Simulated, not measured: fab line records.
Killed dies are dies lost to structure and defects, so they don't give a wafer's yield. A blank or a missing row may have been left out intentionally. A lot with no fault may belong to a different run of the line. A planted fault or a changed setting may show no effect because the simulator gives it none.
Matching of chambers || flow n5 finfet || 4 sister chambers for N5_FIN_SAQP_MANDREL_ETCH_58 on rie si-03
The step etches a-Si in HBr/Cl2, stops on SiNx, target depth 45 nm, bt time 10 s, time 27 s. 14 wafers are shown with their chamber, then 7 later ones without.

## EACH WAFER AND ITS CHAMBER
{"wafer": "L078.1", "chamber": 0, "drypump motor current A (A)": 5.9, "throttle valve pct (%)": 35.27, "oes product au (a.u.)": 0.704}
{"wafer": "L078.2", "chamber": 1, "drypump motor current A (A)": 6.1, "throttle valve pct (%)": 35.62, "oes product au (a.u.)": 0.686}
{"wafer": "L078.4", "chamber": 3, "drypump motor current A (A)": 6.0, "throttle valve pct (%)": 35.59, "oes product au (a.u.)": 0.691}
{"wafer": "L080.1", "chamber": 3, "drypump motor current A (A)": 6.0, "throttle valve pct (%)": 35.57, "oes product au (a.u.)": 0.693}
{"wafer": "L080.2", "chamber": 1, "drypump motor current A (A)": 6.0, "throttle valve pct (%)": 35.61, "oes product au (a.u.)": 0.691}
{"wafer": "L080.5", "chamber": 0, "drypump motor current A (A)": 5.9, "throttle valve pct (%)": 35.23, "oes product au (a.u.)": 0.721}
{"wafer": "L083.3", "chamber": 3, "drypump motor current A (A)": 6.0, "throttle valve pct (%)": 35.57, "oes product au (a.u.)": 0.700}
{"wafer": "L083.5", "chamber": 3, "drypump motor current A (A)": 6.0, "throttle valve pct (%)": 35.59, "oes product au (a.u.)": 0.686}
{"wafer": "L083.6", "chamber": 1, "drypump motor current A (A)": 6.1, "throttle valve pct (%)": 35.59, "oes product au (a.u.)": 0.688}
{"wafer": "L086.1", "chamber": 2, "drypump motor current A (A)": 5.0, "throttle valve pct (%)": 35.58, "oes product au (a.u.)": 0.696}
{"wafer": "L086.2", "chamber": 0, "drypump motor current A (A)": 5.9, "throttle valve pct (%)": 35.25, "oes product au (a.u.)": 0.711}
{"wafer": "L086.6", "chamber": 3, "drypump motor current A (A)": 6.0, "throttle valve pct (%)": 35.57, "oes product au (a.u.)": 0.702}
{"wafer": "L095.1", "chamber": 2, "drypump motor current A (A)": 5.0, "throttle valve pct (%)": 35.59, "oes product au (a.u.)": 0.687}
{"wafer": "L095.5", "chamber": 2, "drypump motor current A (A)": 5.0, "throttle valve pct (%)": 35.58, "oes product au (a.u.)": 0.693}

SIGNATURES (means of the wafers above)
{"reading": "drypump motor current A", "chamber 0": 5.900, "chamber 1": 6.067, "chamber 2": 5.000, "chamber 3": 6.000, "scatter within a chamber": 0.0258}
{"reading": "throttle valve pct", "chamber 0": 35.2500, "chamber 1": 35.6067, "chamber 2": 35.5833, "chamber 3": 35.5780, "scatter within a chamber": 0.0135}
{"reading": "oes product au", "chamber 0": 0.71200, "chamber 1": 0.68833, "chamber 2": 0.69200, "chamber 3": 0.69440, "scatter within a chamber": 0.00611}
Rule: a wafer's distance from a chamber is the root of the sum, over the readings, of the square of ((its reading less the chamber's mean) divided by the reading's scatter). If the next closest chamber is less than 2 further off than the closest, the wafer can't be placed; otherwise it belongs to the closest. How the scatter is found: for the shown wafers, subtract from each reading the mean of its chamber, square and add these, divide the total by (wafers less chambers), then take the root.

## WAFERS WHOSE CHAMBER IS MISSING
{"wafer": "L095.6", "drypump motor current A (A)": 6.1, "throttle valve pct (%)": 35.60, "oes product au (a.u.)": 0.692}
{"wafer": "L096.1", "drypump motor current A (A)": 5.0, "throttle valve pct (%)": 35.59, "oes product au (a.u.)": 0.690}
{"wafer": "L096.2", "drypump motor current A (A)": 6.0, "throttle valve pct (%)": 35.57, "oes product au (a.u.)": 0.700}
{"wafer": "L096.4", "drypump motor current A (A)": 6.1, "throttle valve pct (%)": 35.59, "oes product au (a.u.)": 0.699}
{"wafer": "L097.3", "drypump motor current A (A)": 6.0, "throttle valve pct (%)": 35.59, "oes product au (a.u.)": 0.695}
{"wafer": "L097.4", "drypump motor current A (A)": 5.0, "throttle valve pct (%)": 35.58, "oes product au (a.u.)": 0.694}
{"wafer": "L097.6", "drypump motor current A (A)": 5.9, "throttle valve pct (%)": 35.24, "oes product au (a.u.)": 0.705}

## EACH ONE'S CHAMBER
{"wafer": "L095.6", "from the rows above": 1, "in truth": 1}
{"wafer": "L096.1", "from the rows above": 2, "in truth": 2}
{"wafer": "L096.2", "from the rows above": 3, "in truth": 3}
{"wafer": "L096.4", "from the rows above": "can't be placed: 1 or 3", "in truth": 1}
{"wafer": "L097.3", "from the rows above": 3, "in truth": 3}
{"wafer": "L097.4", "from the rows above": 2, "in truth": 2}
{"wafer": "L097.6", "from the rows above": 0, "in truth": 0}
6 of 7 placed correctly. Cannot be placed on the basis of these rows: 1; the candidates contain the true chamber in 1. Wrongly placed: 0.
